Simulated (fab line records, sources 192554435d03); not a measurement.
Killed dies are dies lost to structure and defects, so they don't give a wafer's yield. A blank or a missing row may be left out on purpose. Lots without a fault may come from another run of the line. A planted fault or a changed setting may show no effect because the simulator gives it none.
Chamber matching | flow n5_finfet | N5_BEOL_M6_CMP_52 on cmp-02: 4 sister chambers
The step polishes, stops on SiCOH lowk, t overpolish 6.9 s, target thk 80 nm. 8 wafers are shown with their chamber, then 8 later ones without.

WAFERS WITH THEIR CHAMBER
wafer  | chamber | motor_current_A (A) | time_to_endpoint_s (s)
L077.6 | 0       | 5.7                 | 62.4
L082.3 | 2       | 5.4                 | 69.2
L085.4 | 1       | 5.9                 | 60.7
L085.5 | 0       | 5.5                 | 63.6
L089.1 | 3       | 7.6                 | 65.5
L089.3 | 2       | 5.4                 | 65.7
L089.4 | 1       | 5.8                 | 63.6
L092.1 | 3       | 7.2                 | 61.0

WAFERS WITHOUT THEIR CHAMBER
wafer  | motor_current_A (A) | time_to_endpoint_s (s)
L092.4 | 5.8                 | 63.0
L092.5 | 7.3                 | 60.3
L094.2 | 7.5                 | 63.6
L094.3 | 5.7                 | 57.0
L094.5 | 8.1                 | 61.2
L095.2 | 5.6                 | 65.2
L095.4 | 7.3                 | 61.5
L095.6 | 5.7                 | 65.2

WHICH CHAMBER EACH WENT THROUGH
wafer  | from the rows above          | in truth
L092.4 | can't be placed: 1 or 0      | 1
L092.5 | 3                            | 3
L094.2 | 3                            | 3
L094.3 | can't be placed: 1 or 0      | 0
L094.5 | 3                            | 3
L095.2 | can't be placed: 0 or 2 or 1 | 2
L095.4 | 3                            | 3
L095.6 | can't be placed: 0 or 1 or 2 | 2
Placed correctly: 4 of 8. Can't be placed from these rows: 4 (the true chamber is among the candidates in 4). Placed wrongly: 0.
How it was worked out, from the rows above alone: a wafer's distance from a chamber is the root of the sum, over the readings, of the square of ((its reading less the chamber's mean) divided by the reading's scatter). The wafer belongs to the nearest chamber; if the next one is less than 2 further off, it can't be placed. A chamber's mean is the mean of its shown wafers. The scatter: the root of (the sum of the squares of (reading less its chamber's mean) over the shown wafers, divided by (wafers less chambers)).
